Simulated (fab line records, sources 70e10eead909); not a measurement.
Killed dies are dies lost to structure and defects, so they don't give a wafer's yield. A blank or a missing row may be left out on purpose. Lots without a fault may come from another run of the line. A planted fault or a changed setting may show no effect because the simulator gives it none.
Tool commonality check | flow nand_harc | 2 lots, 6 wafers sampled

WHY IT WAS OPENED
At NHARC_END_SORT_01 the reading killed_at_array is flagged on 2 of 2 lots. Wafers without a fault read 51, standard deviation 18.
Rule: a lot is flagged when every wafer of it that has a number lies more than 4 standard deviations from that mean, or none has a number. The other lots count as sound.

lot  | measured     | on        | killed_at_array, wafer by wafer | flag
L952 | day 31 20:42 | prober-02 | 669 673 673                     | FLAGGED
L951 | day 32 03:34 | prober-01 | 670 668 673                     | FLAGGED
The numbers of the flagged lots are 671 on average: +620 against the usual, or +34 standard deviations.

WHICH TOOL RAN EACH LOT
The record holds 4 process steps before the reading, out of a route of 1302 steps. In each cell: the tool, then ch and the chambers that the sampled wafers went through, then the start.
lot  | flag    | NHARC_A_STAIRCASE_STRIP_205          | NHARC_A_STAIRCASE_ETCH_221                  | NHARC_A_STAIRCASE_TRIM_222                  | NHARC_A_STAIRCASE_ETCH_223
L952 | FLAGGED | plasma_asher-02 ch 0,1, day 23 11:36 | rie_diel-13 ch 0,1, day 23 13:44 or earlier | rie_diel-13 ch 1,3, day 23 13:44 or earlier | rie_diel-13 ch 0,1,2, day 23 13:44
L951 | FLAGGED | plasma_asher-01 ch 0,1, day 23 11:10 | rie_diel-06 ch 1,3, day 23 13:14 or earlier | rie_diel-06 ch 0,3, day 23 13:14 or earlier | rie_diel-06 ch 0,1,3, day 23 13:14
What these steps do:
- NHARC_A_STAIRCASE_STRIP_205: strips in O2.
- NHARC_A_STAIRCASE_ETCH_221: etches the open film in C4F8/O2, target depth 100 nm, time 40.5 s.
- NHARC_A_STAIRCASE_TRIM_222: chemistry O2, time 211.2 s.
- NHARC_A_STAIRCASE_ETCH_223: etches the open film in C4F8/O2, target depth 100 nm, time 40.5 s.
- NHARC_END_SORT_01

FLAGGED OVER TOTAL, TOOL BY TOOL (the gauges that took the reading come last)
step                        | tool            | lots run | flagged | share of the flagged lots | sound lots run after its first flagged lot
NHARC_A_STAIRCASE_STRIP_205 | plasma_asher-01 | 1        | 1       | some                      | 0
NHARC_A_STAIRCASE_STRIP_205 | plasma_asher-02 | 1        | 1       | some                      | 0
NHARC_A_STAIRCASE_ETCH_221  | rie_diel-06     | 1        | 1       | some                      | 0
NHARC_A_STAIRCASE_ETCH_221  | rie_diel-13     | 1        | 1       | some                      | 0
NHARC_A_STAIRCASE_TRIM_222  | rie_diel-06     | 1        | 1       | some                      | 0
NHARC_A_STAIRCASE_TRIM_222  | rie_diel-13     | 1        | 1       | some                      | 0
NHARC_A_STAIRCASE_ETCH_223  | rie_diel-06     | 1        | 1       | some                      | 0
NHARC_A_STAIRCASE_ETCH_223  | rie_diel-13     | 1        | 1       | some                      | 0
NHARC_END_SORT_01           | prober-01       | 1        | 1       | some                      | 0
NHARC_END_SORT_01           | prober-02       | 1        | 1       | some                      | 0
NHARC_A_STAIRCASE_ETCH_221 gives no start for some lots, so the hours and the order of its lots are those of NHARC_A_STAIRCASE_ETCH_223. NHARC_A_STAIRCASE_TRIM_222 gives no start for some lots, so the hours and the order of its lots are those of NHARC_A_STAIRCASE_ETCH_223.

WHAT THE TABLE ALLOWS
No row of the table ran every flagged lot.

WHAT THE SIMULATOR HAD PUT IN
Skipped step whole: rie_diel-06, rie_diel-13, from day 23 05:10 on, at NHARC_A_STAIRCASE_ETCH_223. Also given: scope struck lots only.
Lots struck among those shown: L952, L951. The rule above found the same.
